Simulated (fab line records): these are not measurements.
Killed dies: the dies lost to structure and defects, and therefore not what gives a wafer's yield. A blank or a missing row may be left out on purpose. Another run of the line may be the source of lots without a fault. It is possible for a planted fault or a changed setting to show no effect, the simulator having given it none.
Split-lot study || flow n5-finfet || route with 1938 steps; 7 lots, 39 wafers read

SPLIT DETAILS
At N5_BEOL_M8_DESCUM_33 (chemistry O2, time 7 s), the setting time-s was moved away from the recipe's 7 s on 18 of the 39 wafers read, by -58.0% to +54.4%. This setting was run at the recipe's value on the other wafers.

The reading comes from the split's own step.

THE READING
CAR-EUV_of_BEOL_M8_COAT_22.thk-nm (the simulator's own value, which no gauge read), in nm, at N5_BEOL_M8_DESCUM_33 (chemistry O2, time 7 s). There is no usual value for it anywhere in the file. Across the 21 wafers here that went through the recipe, the average is 26.0 nm and the standard deviation 0.11 nm.

{"wafer": "L075.1", "tool, chamber at the split": "rie-diel-05, 2,0", "time-s as run, s": 7, "against the recipe": "recipe", "CAR-EUV_of_BEOL_M8_COAT_22.thk-nm, nm": 26, "against lot-mates on the recipe": "-"}
{"wafer": "L075.3", "tool, chamber at the split": "rie-diel-05, 2,0", "time-s as run, s": 7, "against the recipe": "recipe", "CAR-EUV_of_BEOL_M8_COAT_22.thk-nm, nm": 26, "against lot-mates on the recipe": "-"}
{"wafer": "L075.2", "tool, chamber at the split": "rie-diel-05, 0,2", "time-s as run, s": 2.937, "against the recipe": "-58.0%", "CAR-EUV_of_BEOL_M8_COAT_22.thk-nm, nm": 28, "against lot-mates on the recipe": "+1.9"}
{"wafer": "L075.4", "tool, chamber at the split": "rie-diel-05, 0,2", "time-s as run, s": 2.937, "against the recipe": "-58.0%", "CAR-EUV_of_BEOL_M8_COAT_22.thk-nm, nm": 28, "against lot-mates on the recipe": "+1.9"}
{"wafer": "L075.5", "tool, chamber at the split": "rie-diel-05, 0", "time-s as run, s": 2.937, "against the recipe": "-58.0%", "CAR-EUV_of_BEOL_M8_COAT_22.thk-nm, nm": 28.2, "against lot-mates on the recipe": "+2.1"}
{"wafer": "L075.6", "tool, chamber at the split": "rie-diel-05, 2", "time-s as run, s": 7, "against the recipe": "recipe", "CAR-EUV_of_BEOL_M8_COAT_22.thk-nm, nm": 26.2, "against lot-mates on the recipe": "-"}
{"wafer": "L076.1", "tool, chamber at the split": "rie-diel-05, 0", "time-s as run, s": 10.51, "against the recipe": "+50.1%", "CAR-EUV_of_BEOL_M8_COAT_22.thk-nm, nm": 24.2, "against lot-mates on the recipe": -1.8}
{"wafer": "L076.2", "tool, chamber at the split": "rie-diel-05, 2,0,0", "time-s as run, s": 7, "against the recipe": "recipe", "CAR-EUV_of_BEOL_M8_COAT_22.thk-nm, nm": 26, "against lot-mates on the recipe": "-"}
{"wafer": "L076.3", "tool, chamber at the split": "rie-diel-05, 2,0,0", "time-s as run, s": 7, "against the recipe": "recipe", "CAR-EUV_of_BEOL_M8_COAT_22.thk-nm, nm": 26, "against lot-mates on the recipe": "-"}
{"wafer": "L076.6", "tool, chamber at the split": "rie-diel-05, 2,0,0", "time-s as run, s": 7, "against the recipe": "recipe", "CAR-EUV_of_BEOL_M8_COAT_22.thk-nm, nm": 26, "against lot-mates on the recipe": "-"}
{"wafer": "L076.4", "tool, chamber at the split": "rie-diel-05, 2", "time-s as run, s": 10.51, "against the recipe": "+50.1%", "CAR-EUV_of_BEOL_M8_COAT_22.thk-nm, nm": 24.4, "against lot-mates on the recipe": -1.6}
{"wafer": "L076.5", "tool, chamber at the split": "rie-diel-05, 2", "time-s as run, s": 10.51, "against the recipe": "+50.1%", "CAR-EUV_of_BEOL_M8_COAT_22.thk-nm, nm": 24.4, "against lot-mates on the recipe": -1.6}
{"wafer": "L077.1", "tool, chamber at the split": "rie-diel-02, 0,2", "time-s as run, s": 7, "against the recipe": "recipe", "CAR-EUV_of_BEOL_M8_COAT_22.thk-nm, nm": 26, "against lot-mates on the recipe": "-"}
{"wafer": "L077.3", "tool, chamber at the split": "rie-diel-02, 0,2", "time-s as run, s": 7, "against the recipe": "recipe", "CAR-EUV_of_BEOL_M8_COAT_22.thk-nm, nm": 26, "against lot-mates on the recipe": "-"}
{"wafer": "L077.2", "tool, chamber at the split": "rie-diel-02, 1,0", "time-s as run, s": 5.176, "against the recipe": "-26.1%", "CAR-EUV_of_BEOL_M8_COAT_22.thk-nm, nm": 27, "against lot-mates on the recipe": "+1.1"}
{"wafer": "L077.5", "tool, chamber at the split": "rie-diel-02, 1,0", "time-s as run, s": 5.176, "against the recipe": "-26.1%", "CAR-EUV_of_BEOL_M8_COAT_22.thk-nm, nm": 27, "against lot-mates on the recipe": "+1.1"}
{"wafer": "L077.4", "tool, chamber at the split": "rie-diel-02, 3", "time-s as run, s": 7, "against the recipe": "recipe", "CAR-EUV_of_BEOL_M8_COAT_22.thk-nm, nm": 25.8, "against lot-mates on the recipe": "-"}
{"wafer": "L077.6", "tool, chamber at the split": "rie-diel-02, 3", "time-s as run, s": 5.176, "against the recipe": "-26.1%", "CAR-EUV_of_BEOL_M8_COAT_22.thk-nm, nm": 26.8, "against lot-mates on the recipe": "+0.9"}
{"wafer": "L083.1", "tool, chamber at the split": "rie-diel-06, 3,1,3", "time-s as run, s": 10.26, "against the recipe": "+46.6%", "CAR-EUV_of_BEOL_M8_COAT_22.thk-nm, nm": 24.4, "against lot-mates on the recipe": -1.7}
{"wafer": "L083.2", "tool, chamber at the split": "rie-diel-06, 3,1,3", "time-s as run, s": 10.26, "against the recipe": "+46.6%", "CAR-EUV_of_BEOL_M8_COAT_22.thk-nm, nm": 24.4, "against lot-mates on the recipe": -1.7}
{"wafer": "L083.5", "tool, chamber at the split": "rie-diel-06, 3,1,3", "time-s as run, s": 10.26, "against the recipe": "+46.6%", "CAR-EUV_of_BEOL_M8_COAT_22.thk-nm, nm": 24.4, "against lot-mates on the recipe": -1.7}
{"wafer": "L083.3", "tool, chamber at the split": "rie-diel-06, 0,2", "time-s as run, s": 7, "against the recipe": "recipe", "CAR-EUV_of_BEOL_M8_COAT_22.thk-nm, nm": 26, "against lot-mates on the recipe": "-"}
{"wafer": "L083.6", "tool, chamber at the split": "rie-diel-06, 0,2", "time-s as run, s": 7, "against the recipe": "recipe", "CAR-EUV_of_BEOL_M8_COAT_22.thk-nm, nm": 26, "against lot-mates on the recipe": "-"}
{"wafer": "L083.4", "tool, chamber at the split": "rie-diel-06, 2", "time-s as run, s": 7, "against the recipe": "recipe", "CAR-EUV_of_BEOL_M8_COAT_22.thk-nm, nm": 26.2, "against lot-mates on the recipe": "-"}
{"wafer": "L082.1", "tool, chamber at the split": "rie-diel-05, 3,3,2", "time-s as run, s": 7, "against the recipe": "recipe", "CAR-EUV_of_BEOL_M8_COAT_22.thk-nm, nm": 26, "against lot-mates on the recipe": "-"}
{"wafer": "L082.5", "tool, chamber at the split": "rie-diel-05, 3,3,2", "time-s as run, s": 7, "against the recipe": "recipe", "CAR-EUV_of_BEOL_M8_COAT_22.thk-nm, nm": 26, "against lot-mates on the recipe": "-"}
{"wafer": "L082.6", "tool, chamber at the split": "rie-diel-05, 3,3,2", "time-s as run, s": 7, "against the recipe": "recipe", "CAR-EUV_of_BEOL_M8_COAT_22.thk-nm, nm": 26, "against lot-mates on the recipe": "-"}
{"wafer": "L082.2", "tool, chamber at the split": "rie-diel-05, 1", "time-s as run, s": 10.81, "against the recipe": "+54.4%", "CAR-EUV_of_BEOL_M8_COAT_22.thk-nm, nm": 24.4, "against lot-mates on the recipe": -1.6}
{"wafer": "L082.3", "tool, chamber at the split": "rie-diel-05, 2,0", "time-s as run, s": 10.81, "against the recipe": "+54.4%", "CAR-EUV_of_BEOL_M8_COAT_22.thk-nm, nm": 24.2, "against lot-mates on the recipe": -1.8}
{"wafer": "L082.4", "tool, chamber at the split": "rie-diel-05, 2,0", "time-s as run, s": 10.81, "against the recipe": "+54.4%", "CAR-EUV_of_BEOL_M8_COAT_22.thk-nm, nm": 24.2, "against lot-mates on the recipe": -1.8}
{"wafer": "L088.2", "tool, chamber at the split": "rie-diel-02, 2", "time-s as run, s": 7, "against the recipe": "recipe", "CAR-EUV_of_BEOL_M8_COAT_22.thk-nm, nm": 26, "against lot-mates on the recipe": "-"}
{"wafer": "L088.6", "tool, chamber at the split": "rie-diel-02, 2", "time-s as run, s": 7, "against the recipe": "recipe", "CAR-EUV_of_BEOL_M8_COAT_22.thk-nm, nm": 26, "against lot-mates on the recipe": "-"}
{"wafer": "L088.5", "tool, chamber at the split": "rie-diel-02, 0", "time-s as run, s": 7, "against the recipe": "recipe", "CAR-EUV_of_BEOL_M8_COAT_22.thk-nm, nm": 26.2, "against lot-mates on the recipe": "-"}
{"wafer": "L089.1", "tool, chamber at the split": "rie-diel-06, 3,1,3", "time-s as run, s": 7, "against the recipe": "recipe", "CAR-EUV_of_BEOL_M8_COAT_22.thk-nm, nm": 26.2, "against lot-mates on the recipe": "-"}
{"wafer": "L089.4", "tool, chamber at the split": "rie-diel-06, 3,1,3", "time-s as run, s": 7, "against the recipe": "recipe", "CAR-EUV_of_BEOL_M8_COAT_22.thk-nm, nm": 26.2, "against lot-mates on the recipe": "-"}
{"wafer": "L089.6", "tool, chamber at the split": "rie-diel-06, 3,1,3", "time-s as run, s": 7, "against the recipe": "recipe", "CAR-EUV_of_BEOL_M8_COAT_22.thk-nm, nm": 26.2, "against lot-mates on the recipe": "-"}
{"wafer": "L089.2", "tool, chamber at the split": "rie-diel-06, 2,0,2", "time-s as run, s": 9.883, "against the recipe": "+41.2%", "CAR-EUV_of_BEOL_M8_COAT_22.thk-nm, nm": 24.8, "against lot-mates on the recipe": -1.4}
{"wafer": "L089.3", "tool, chamber at the split": "rie-diel-06, 2,0,2", "time-s as run, s": 9.883, "against the recipe": "+41.2%", "CAR-EUV_of_BEOL_M8_COAT_22.thk-nm, nm": 24.8, "against lot-mates on the recipe": -1.4}
{"wafer": "L089.5", "tool, chamber at the split": "rie-diel-06, 2,0,2", "time-s as run, s": 9.883, "against the recipe": "+41.2%", "CAR-EUV_of_BEOL_M8_COAT_22.thk-nm, nm": 24.8, "against lot-mates on the recipe": -1.4}
If several chambers appear in one row, that row covers several wafers at once and the file leaves open which wafer was in which chamber.

FIT RESULTS
A straight line over all 39 wafers: CAR-EUV_of_BEOL_M8_COAT_22.thk-nm changes by -0.0338 nm for each +1% of time-s; r = -0.99; the points scatter about the line by 0.11 nm.
The same after taking each lot's own level away (the mean of its wafers on the recipe; 39 wafers): -0.0341 nm for each +1%; r = -1.00; scatter 0.091 nm.
The reading moves by 2 nm for the largest change in time-s, on that fit.
From 25.93 to 26.20 nm: that is the span of the lots' own levels, equal to 2.5 times the standard deviation above.
The two slopes are in agreement: the lot-to-lot level therefore moves the slope only a little.
Check: for one of the wafers moved furthest among these (-58.0%), held out of the fit, the line's prediction against its lot-mates is +2.01 nm. Against them it came out at +1.93 nm.

THESE WAFERS: OTHER SPLITS
Other splits were also applied to these wafers ahead of the reading. Each is held against what the fit with the lots' levels taken away leaves over:
{"other split on the same wafers": "N5_PMOS_HMC_CHANNEL_EPI_DESCUM_14 time-s", "wafers away from the commonest value": 15, "r with CAR-EUV_of_BEOL_M8_COAT_22.thk-nm (lot level and that fit taken away)": "+0.03"}
{"other split on the same wafers": "N5_SD_EPI_N_ETCH_16 target-depth-a", "wafers away from the commonest value": 18, "r with CAR-EUV_of_BEOL_M8_COAT_22.thk-nm (lot level and that fit taken away)": -0.19}
{"other split on the same wafers": "N5_HKMG_FIN_ALD_36 ald-cycles", "wafers away from the commonest value": 12, "r with CAR-EUV_of_BEOL_M8_COAT_22.thk-nm (lot level and that fit taken away)": -0.05}
{"other split on the same wafers": "N5_MOL_CONTACT_COAG_CONTACT_ETCH_14 time-s", "wafers away from the commonest value": 18, "r with CAR-EUV_of_BEOL_M8_COAT_22.thk-nm (lot level and that fit taken away)": -0.28}
{"other split on the same wafers": "N5_BEOL_M1_PECVD_72 time-s", "wafers away from the commonest value": 15, "r with CAR-EUV_of_BEOL_M8_COAT_22.thk-nm (lot level and that fit taken away)": -0.05}
{"other split on the same wafers": "N5_BEOL_M2_ALD_84 ald-cycles", "wafers away from the commonest value": 18, "r with CAR-EUV_of_BEOL_M8_COAT_22.thk-nm (lot level and that fit taken away)": "+0.06"}
{"other split on the same wafers": "N5_BEOL_M4_TRENCH_ETCH_37 target-depth-a", "wafers away from the commonest value": 12, "r with CAR-EUV_of_BEOL_M8_COAT_22.thk-nm (lot level and that fit taken away)": "+0.03"}

THE FILE'S OWN FIT
CAR-EUV_of_BEOL_M8_COAT_22.thk-nm changes by -0.034 nm for each +1% of time-s, r = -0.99.
